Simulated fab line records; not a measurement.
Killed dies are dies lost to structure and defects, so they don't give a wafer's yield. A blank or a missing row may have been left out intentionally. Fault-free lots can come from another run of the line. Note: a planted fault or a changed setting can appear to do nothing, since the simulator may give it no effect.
Comparing a struck lot with a sound one | flow n5 finfet | 18 steps out of a route of 1938
Sound: these wafers, L330.1, L330.2, L330.4. Struck: wafer L317.1 (L317.3, L317.6, from the same lot, were not struck and are left out); the cause is given at the end.
At each step with rows: each side's tool, then ch and its chambers, then its first start. Under that, the readings that differ: sound wafers | struck wafers | difference of the means | sigmas: that difference in standard deviations of wafers without a fault.
alike: a reading whose means differ by less than 2 such deviations, as well as words and numbers matching on both sides. not compared: withheld readings; readings where some wafer has no value; bounds like >300 that might hide an equal value; numbers whose values overlap and for which the record gives no deviation.
Wherever a step has rows on one side only, a row that says differs or no value, or a row with sigmas, the two part there. When numbers do not overlap yet have no deviation, they are printed without sigmas and do not part them. Lack of a reading on every wafer of one side parts them only where that side has two or more wafers.

N5_BEOL_M14_ETCH_68: etches SOC in N2/H2, time 450 s.
  sound on rie diel-01 ch 1,2,3, day 16 09:58; struck on rie diel-04 ch 2, day 13 12:22
  alike: drypump motor current A, oes product au, rf vpp V, showerhead plenum p Torr, throttle valve pct
  not compared: rf hours counter h
then, 3 steps without rows for these wafers: N5_BEOL_M14_STRIP_69 (strips in N2/H2); N5_BEOL_M14_TRENCH_ETCH_34 (etches SiO2 in C4F8/O2/Ar, target depth 556.65 nm, time 126.9 s); N5_BEOL_M14_STRIP_70 (strips in C4F8/O2/Ar).
N5_BEOL_M14_OCD_MEAS_35:
  sound on ocd-01 at day 16 10:24; struck on ocd-01 at day 13 12:48
  alike: trench depth nm
then, 5 steps without rows for these wafers: N5_BEOL_M14_STRIP_37 (strips in O2); N5_BEOL_M14_ETCH_38 (etches SiCN in CF4/N2, target depth 106.5 nm, time 120.6 s); N5_BEOL_M14_PRECLEAN_39 (cleans in residue remover, time 60 s); N5_BEOL_M14_SRD_40 (time 30 s, dry time 30 s); N5_BEOL_M14_DEGAS_41 (time 60 s).
N5_BEOL_M14_PRE_CLEAN_42: time 30 s.
  sound on pvd sputter-03 at day 16 15:53; struck on pvd sputter-03 at day 13 16:35
  alike: heater power w
N5_BEOL_M14_SPUTTER_43: material TaN, target thk 15 nm, time 24.19 s.
  sound on pvd sputter-03 at day 16 15:56; struck on pvd sputter-03 at day 13 16:38
  reading                | sound             | struck | difference | sigmas
  cathode dc power W (W) | 15004 15003 15002 | 14996  | -7         | -2
  alike: bias v, substrate temp c, throttle valve pct
N5_BEOL_M14_SPUTTER_44: material Ta, target thk 15 nm, time 24.19 s.
  sound on pvd sputter-03 at day 16 16:01; struck on pvd sputter-03 at day 13 16:43
  reading                                     | sound             | struck | difference | sigmas
  cathode dc power W (W)                      | 15001 14998 15001 | 11190  | -3810      | -99 or more
  model.Ta_of_BEOL_M14_SPUTTER_44.thk nm (nm) | 15 14.8 15        | 11.6   | -3.3       |
  alike: bias v, substrate temp c, throttle valve pct
N5_BEOL_M14_SPUTTER_45: material Cu, target thk 100 nm, time 16.67 s.
  sound on pvd sputter-03 at day 16 16:05; struck on pvd sputter-03 at day 13 16:47
  alike: bias v, cathode dc power W, chuck sensor temp C, substrate temp c, throttle valve pct
then, 1 step without rows for these wafers: N5_BEOL_M14_ECD_47 (material Cu, target thk 1248 nm).
N5_BEOL_M14_ANNEAL_48: time 90 s.
  sound on rtp anneal-02 ch 0, day 16 16:23; struck on rtp anneal-02 ch 0, day 13 17:05
  alike: wafer_temp_C_max
N5_BEOL_M14_CMP_49: polishes, stops on SiO2, t overpolish 5.2 s, target thk 560 nm.
  sound on cmp-01 ch 0,1,3, day 16 16:44; struck on cmp-01 ch 0, day 13 17:26
  reading                      | sound             | struck | difference | sigmas
  barrier field endpoint s (s) | 11.89 11.51 11.34 | 9.76   | -1.82      | -6
  alike: motor current A, platen rpm
N5_BEOL_M14_THK_MEAS_50: measures by xrf.
  sound on film metro-01 at day 16 17:00; struck on film metro-01 at day 13 17:41
  alike: M14_THK

## WHERE THEY PART
Last at N5_BEOL_M14_CMP_49 as far as this record goes, first at N5_BEOL_M14_SPUTTER_43. Later steps at which nothing parts them and some readings are alike: N5_BEOL_M14_THK_MEAS_50.

WHY: the cause the simulator had injected
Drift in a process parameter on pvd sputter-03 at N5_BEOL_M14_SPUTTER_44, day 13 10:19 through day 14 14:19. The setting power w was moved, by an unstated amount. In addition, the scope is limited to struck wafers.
